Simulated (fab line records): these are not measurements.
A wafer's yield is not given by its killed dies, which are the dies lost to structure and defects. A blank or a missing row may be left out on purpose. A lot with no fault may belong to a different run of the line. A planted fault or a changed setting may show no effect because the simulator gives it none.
fab line records    flow nand-harc
record: lots: 6  wafers: 18  last-day: 33
route steps=1302 shown A_SLIT@945 A_SIN_REMOVE@947 A_WL_FILL@952 END@1302
lots that met no fault: from a run of the same line without faults
start-h: hours from the record's opening day to when the first of the lot's shown wafers began    wait-h: how many hours have passed since the lot's step before this one    " repeats the value in the row above    L1.1+2: a row that stands for several wafers    - no value present, or no start provided    * or withheld: withheld    < > ~ a bound
route shown NAME@n: names a module that has steps shown in the file, with the first one's number in the route    usual: average and standard deviation across the fault-free wafers    same: alike in all rows    chamber/n: place in a boat    sites: the reading at each site    _std_site: standard deviation across them    _edge_site: outer sites' mean less inner sites'    radius-mm: how far each site lies from the wafer's centre    mask NAME#n: copy n    behind: tool/chamber where the wafer was last shaped    hold: the reason the lot was held/the length of the hold in hours/how it ended    device: names the non-switching transistor (n, p or np)    end of line: at the end of the route, the tests of the same wafers    step lacking rows: just its recipe    killed: dies that structure and defects cost at the first sort, which is not the same as the wafer's yield    map: a wafer's dies, marking killed ones x, the rest . and places with no die _
set.NAME: the setting that was run; set.NAME@STEP: the one run at that earlier step    model.NAME: the simulator's own value behind a step, which no gauge read
lots seen at some steps along the route; tables by step, rows by wafer
services: a tool's chamber out of use, with start hour (start-h, from the record's first day; less than 0 if before it), hours out, and reason
== steps ==
step: NHARC_A_SLIT_SRD_20
step: NHARC_A_SLIT_CD_MEAS_21
usual: cd-nm: 290.0/1
lot.wafer  tool       chamber  start-h  wait-h  cd-nm
L173.3     cd-sem-02  -        465.36   -       289.0
L173.4     "          -        "        "       288.8
L173.6     "          -        "        "       288.0
L180.1     cd-sem-01  -        527.31   -       290.3
L180.3     "          -        "        "       289.2
L180.5     "          -        "        "       290.5
L187.1     cd-sem-02  -        603.48   -       290.6
L187.3     "          -        "        "       288.5
L187.6     "          -        "        "       289.9
L191.1     cd-sem-01  -        638.08   -       289.2
L191.2     "          -        "        "       289.1
L191.4     "          -        "        "       289.0
L194.1     cd-sem-03  -        675.88   -       288.0
L194.2     "          -        "        "       289.9
L194.3     "          -        "        "       289.4
L195.2     cd-sem-01  -        695.23   -       290.7
L195.5     "          -        "        "       291.0
L195.6     "          -        "        "       289.3
step: NHARC_A_SIN_REMOVE_WET_00
recipe: temp-c: 160  time-s: 15300  chemistry: H3PO4
step: NHARC_A_SIN_REMOVE_PRECLEAN_01
recipe: time-s: *  temp-c: 50  bath-age-min: 0  chemistry: SC1
step: NHARC_A_SIN_REMOVE_SRD_02
step: NHARC_A_SIN_REMOVE_INSPECT_04
usual: raw-defect-count: 395/91
lot.wafer  tool               chamber  start-h  wait-h  raw-defect-count
L173.3     defect-inspect-02  -        472.51   0.0     443
L173.4     "                  -        "        "       392
L173.6     "                  -        "        "       431
L180.1     defect-inspect-01  -        532.75   0.0     236
L180.3     "                  -        "        "       316
L180.5     "                  -        "        "       277
L187.1     defect-inspect-02  -        609.90   0.0     360
L187.3     "                  -        "        "       352
L187.6     "                  -        "        "       346
L191.1     defect-inspect-01  -        644.79   0.0     382
L191.2     "                  -        "        "       426
L191.4     "                  -        "        "       459
L194.1     defect-inspect-02  -        681.36   0.0     545
L194.2     "                  -        "        "       331
L194.3     "                  -        "        "       378
L195.2     defect-inspect-01  -        703.12   0.0     347
L195.5     "                  -        "        "       501
L195.6     "                  -        "        "       404
step: NHARC_A_WL_FILL_ALD_00
recipe: target-thk-a: 30  pulse-time-s: 3  ald-cycles: 30  temp-c: 300  material: Al2O3
usual: heater-power-w: 474/54  precursor-pulse-height-rel: 1.001/0.02
same: pulse-time-s: 3
lot.wafer  tool       chamber  start-h  wait-h  heater-power-w  precursor-pulse-height-rel
L173.3     ald-hk-04  1        472.61   0.1     516             0.987
L173.4     "          2        "        "       411             1.004
L173.6     "          1        "        "       529             1.017
L180.3     ald-hk-01  2        533.02   0.3     399             1.004
L180.1     "          3        "        "       494             1.028
L180.5     "          1        "        "       467             0.984
L187.1     ald-hk-01  2        610.02   0.1     416             1.027
L187.3     "          3        "        "       502             1.004
L187.6     "          1        "        "       471             0.999
L191.1     ald-hk-01  1        644.88   0.1     461             1.014
L191.2     "          2        "        "       412             0.985
L191.4     "          3        "        "       489             0.997
L194.2     ald-hk-04  0        681.43   0.1     398             0.980
L194.3     "          2        "        "       423             0.977
L194.1     "          3        "        "       377             1.012
L195.2     ald-hk-02  3        703.18   0.1     520             1.006
L195.5     "          3        "        "       526             1.012
L195.6     "          0        "        "       524             1.015
step: NHARC_A_WL_FILL_RTA_01
recipe: temp-c: 1000  time-s: 5
usual: lamp-power-pct: 29.38/0.058  wafer_temp_C_max: 1006.2/2.3
lot.wafer  tool           chamber  start-h  wait-h  lamp-power-pct  wafer_temp_C_max
L173.3     rtp-anneal-02  0        472.90   -       29.29           1003.9
L173.4     "              0        "        "       29.33           1004.3
L173.6     "              0        "        "       29.38           1002.9
L180.1     rtp-anneal-02  0        533.24   -       29.33           1003.7
L180.3     "              0        "        "       29.30           1005.7
L180.5     "              0        "        "       29.32           1004.4
L187.1     rtp-anneal-01  0        610.23   -       29.52           1006.1
L187.3     "              0        "        "       29.38           1008.2
L187.6     "              0        "        "       29.43           1005.3
L191.1     rtp-anneal-02  0        645.12   -       29.30           1005.0
L191.2     "              0        "        "       29.31           1004.0
L191.4     "              0        "        "       29.31           1006.1
L194.1     rtp-anneal-02  0        681.82   -       29.34           1003.6
L194.2     "              0        "        "       29.32           1004.8
L194.3     "              0        "        "       29.36           1005.4
L195.2     rtp-anneal-02  0        703.47   -       29.34           1005.6
L195.5     "              0        "        "       29.37           1004.4
L195.6     "              0        "        "       29.36           1005.5
step: NHARC_A_WL_FILL_ALD_02
recipe: target-thk-a: 20  pulse-time-s: 3  ald-cycles: 100  temp-c: 450  material: TiN
usual: heater-power-w: 1141/110  precursor-pulse-height-rel: 1.001/0.019
same: pulse-time-s: 3
lot.wafer  tool          chamber  start-h  wait-h  heater-power-w  precursor-pulse-height-rel
L173.3     ald-metal-04  2        473.06   0.1     1052            0.990
L173.4     "             3        "        "       1168            1.011
L173.6     "             2        "        "       1030            0.985
L180.3     ald-metal-03  1        533.50   0.2     1308            1.010
L180.1     "             2        "        "       1208            1.008
L180.5     "             1        "        "       1345            1.015
L187.3     ald-metal-03  1        610.53   0.2     1316            1.027
L187.1     "             2        "        "       1164            1.005
L187.6     "             0        "        "       1388            0.971
L191.4     ald-metal-04  3        645.33   0.1     1141            0.991
L191.2     "             1        "        "       1135            1.026
L191.1     "             2        "        "       988             0.999
L194.1     ald-metal-04  0        682.04   0.2     1064            1.015
L194.2     "             2        "        "       1013            1.018
L194.3     "             3        "        "       1143            1.011
L195.2     ald-metal-01  1        703.66   0.2     1080            0.948
L195.5     "             1        "        "       1085            1.038
L195.6     "             2        "        "       1040            0.975
step: NHARC_A_WL_FILL_CVD_03
recipe: target-thk-a: 400  temp-c: 300  pressure-torr: 40  wf6-flow-sccm: 40  h2-flow-sccm: 1600  ar-flow-sccm: 1560  time-s: 279  material: W
usual: heater-power-w: 467/15  throttle-valve-pct: 7.9/0.43
lot.wafer  tool      chamber  start-h  wait-h  heater-power-w  throttle-valve-pct
L173.4     cvd-w-01  1        473.60   0.2     473             7.4
L173.3     "         0        "        "       460             8.4
L173.6     "         0        "        "       465             8.5
L180.1     cvd-w-01  1        533.90   0.1     460             7.7
L180.3     "         1        "        "       474             7.6
L180.5     "         1        "        "       482             7.6
L187.1     cvd-w-02  0        610.94   0.1     471             7.4
L187.3     "         1        "        "       456             7.9
L187.6     "         0        "        "       470             7.2
L191.1     cvd-w-01  0        645.77   0.1     478             8.3
L191.2     "         1        "        "       482             7.9
L191.4     "         1        "        "       466             7.7
L194.1     cvd-w-01  1        682.85   0.4     484             7.7
L194.2     "         0        "        "       487             8.3
L194.3     "         0        "        "       481             8.4
L195.2     cvd-w-02  0        704.09   0.1     469             7.2
L195.6     "         0        "        "       465             7.1
L195.5     "         1        "        "       424             8.4
step: NHARC_A_WL_FILL_ETCHBACK_04
recipe: target-depth-a: 600  time-s: 120  chemistry: NF3
usual: drypump-motor-current-A: 5.8/0.49  oes-product-au: 1.000/0.013  run-length-s: 141.3/0.65
lot.wafer  tool          chamber  start-h  wait-h  drypump-motor-current-A  oes-product-au  rf-hours-counter-h  run-length-s
L173.4     rie-metal-01  1        473.93   0.3     5.5                      0.997           -                   141.4
L173.3     "             0        "        "       5.4                      1.015           -                   141.9
L173.6     "             0        "        "       5.3                      1.025           -                   142.1
L180.1     rie-metal-02  1        534.30   0.4     6.1                      0.972           0.9                 140.6
L180.3     "             1        "        "       6.1                      0.971           -                   141.1
L180.5     "             1        "        "       6.1                      0.985           -                   140.9
L187.1     rie-metal-02  1        611.29   0.3     6.1                      0.999           2.0                 140.5
L187.3     "             0        "        "       6.8                      1.004           -                   166.4
L187.6     "             1        "        "       6.1                      0.994           -                   141.1
L191.1     rie-metal-02  1        646.14   0.3     6.1                      0.994           0.0                 140.5
L191.2     "             0        "        "       6.8                      1.001           0.0                 166.0
L191.4     "             0        "        "       6.8                      0.999           -                   166.0
L194.2     rie-metal-03  0        683.22   0.3     5.5                      0.973           2.6                 141.0
L194.1     "             1        "        "       6.2                      0.994           2.6                 142.2
L194.3     "             1        "        "       6.2                      1.001           -                   142.5
L195.2     rie-metal-01  1        704.47   0.3     5.5                      1.004           2.0                 141.0
L195.5     "             1        "        "       5.5                      1.003           -                   141.4
L195.6     "             0        "        "       5.3                      1.015           -                   142.2
step: NHARC_A_WL_FILL_ETCHBACK_05
recipe: target-depth-a: 220  time-s: 60  temp-c: 40  chemistry: Cl2/BCl3
usual: drypump-motor-current-A: 5.8/0.48  oes-product-au: 0.999/0.013  run-length-s: 81.3/0.67
lot.wafer  tool          chamber  start-h  wait-h  drypump-motor-current-A  oes-product-au  rf-hours-counter-h  run-length-s
L173.3     rie-metal-01  0        474.13   0.1     5.3                      1.016           -                   82.1
L173.4     "             1        "        "       5.5                      0.989           -                   81.5
L173.6     "             1        "        "       5.5                      0.996           -                   81.3
L180.1     rie-metal-02  0        534.51   0.2     6.8                      0.992           1.1                 80.4
L180.3     "             1        "        "       6.1                      0.977           -                   80.5
L180.5     "             0        "        "       6.8                      0.990           -                   80.3
L187.1     rie-metal-02  1        611.50   0.2     6.0                      0.984           2.1                 80.8
L187.3     "             0        "        "       6.8                      1.000           -                   80.5
L187.6     "             0        "        "       6.7                      0.987           -                   80.7
L191.2     rie-metal-02  1        646.38   0.2     6.1                      0.987           0.1                 80.7
L191.1     "             0        "        "       6.8                      0.997           0.1                 80.5
L191.4     "             1        "        "       6.1                      0.985           -                   80.7
L194.2     rie-metal-03  0        683.46   0.2     5.5                      0.966           2.8                 80.7
L194.1     "             1        "        "       6.2                      1.005           2.8                 82.9
L194.3     "             1        "        "       6.2                      1.007           -                   82.5
L195.2     rie-metal-01  0        704.72   0.2     5.3                      1.003           2.2                 82.1
L195.6     "             1        "        "       5.5                      1.001           -                   80.9
L195.5     "             0        "        "       5.3                      1.011           -                   81.9
step: NHARC_END_SORT_01
recipe: temp-c: 25
usual: killed-at-array: 55/17  killed-at-other: 0.9/1.2  killed-at-periphery: 3.7/2.5  killed-dies: 59/18  killed-open: 3.4/1.9  killed-short: 2.6/1.6
same: gross-dies: 677
lot.wafer  tool       chamber  start-h  wait-h  killed-at-array  killed-at-other  killed-at-periphery  killed-dies  killed-open  killed-short
L173.3     prober-01  0        582.06   3.1     59               0                2                    61           1            4
L173.4     prober-01  0        582.85   3.4     54               1                4                    59           2            2
L173.6     prober-01  0        584.43   3.9     51               2                1                    54           3            3
killed by level:class
L173.3 A_CHANNEL_HOLE_D1:chamber-film-flake=34 A_CHANNEL_HOLE_D2:chamber-film-flake=9 A_CONTACT:chamber-film-flake=5 A_STAIRCASE:chamber-film-flake=4 A_ONON_D1:geometric-particle:short=2 A_DECK1_JOINT:chamber-film-flake=2 A_CHANNEL_FILL_D2:geometric-particle:short=1 A_WL_FILL:geometric-particle:short=1
L173.4 A_CHANNEL_HOLE_D1:chamber-film-flake=34 A_CHANNEL_HOLE_D2:chamber-film-flake=8 A_STAIRCASE:chamber-film-flake=7 P_STI:chamber-film-flake=2 A_CONTACT:chamber-film-flake=2 P_GATE:geometric-particle:short=1 P_GATE:geometric-particle:open=1 A_ONON_D2:geometric-particle:open=1
L173.6 A_CHANNEL_HOLE_D1:chamber-film-flake=34 A_CHANNEL_HOLE_D2:chamber-film-flake=6 A_CONTACT:chamber-film-flake=4 A_STAIRCASE:chamber-film-flake=2 P_CONTACT:geometric-particle:open=1 A_ONON_D1:geometric-particle:open=1 A_CHANNEL_FILL_D2:geometric-particle:short=1 A_WL_FILL:geometric-particle:short=1
== services ==
tool          chamber  start-h  hours  kind
cvd-w-02      -        450.00   13.0   pm
rie-metal-02  -        454.00   9.0    pm
ald-hk-02     -        460.82   0.8    repair
ald-metal-04  -        474.00   10.0   pm
ald-hk-01     -        474.21   10.0   pm
rie-metal-03  -        519.00   9.0    pm
ald-metal-01  -        526.00   10.0   pm
ald-metal-03  1        540.79   5.3    repair
ald-hk-02     -        544.75   0.5    repair
cvd-w-01      -        547.00   13.0   pm
ald-metal-03  -        568.00   10.0   pm
cvd-w-01      1        569.89   21.2   repair
rie-metal-01  -        575.00   9.0    pm
ald-metal-04  -        583.48   0.4    repair
ald-metal-01  0        589.95   10.2   repair
rie-metal-01  0        599.62   1.3    repair
ald-hk-04     -        618.83   10.0   pm
cvd-w-02      -        631.00   13.0   pm
rie-metal-02  -        631.00   9.0    pm
ald-metal-03  -        641.56   0.7    repair
ald-metal-01  -        644.80   0.3    repair
ald-metal-04  -        652.00   10.0   pm
ald-hk-01     -        652.21   10.0   pm
rie-metal-03  -        696.00   9.0    pm
== key ==
first-sign: step: NHARC_A_WL_FILL_ETCHBACK_04  reading: run-length-s  direction: up  sigmas: 38  usual: *  struck: *
effect none on later readings
met-at NHARC_A_WL_FILL_ETCHBACK_04
struck-wafers L187.3,L191.2,L191.4
tester-left-out L187,L191
fault: kind: process-parameter-drift  tool: rie-metal-02  chamber: 0  onset-h: 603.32  steps: NHARC_A_WL_FILL_ETCHBACK_04  channel: time-s  offset: *  shape: step  end-h: 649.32  acts-in: *  stated: *
tester-left-out: of these lots the tester's yield and bins aren't shown, on N5 and GAA mostly nor the transistor test; their killed dies are dies lost to structure and defects alone, not to doping, threshold or leakage, so they don't give the yield
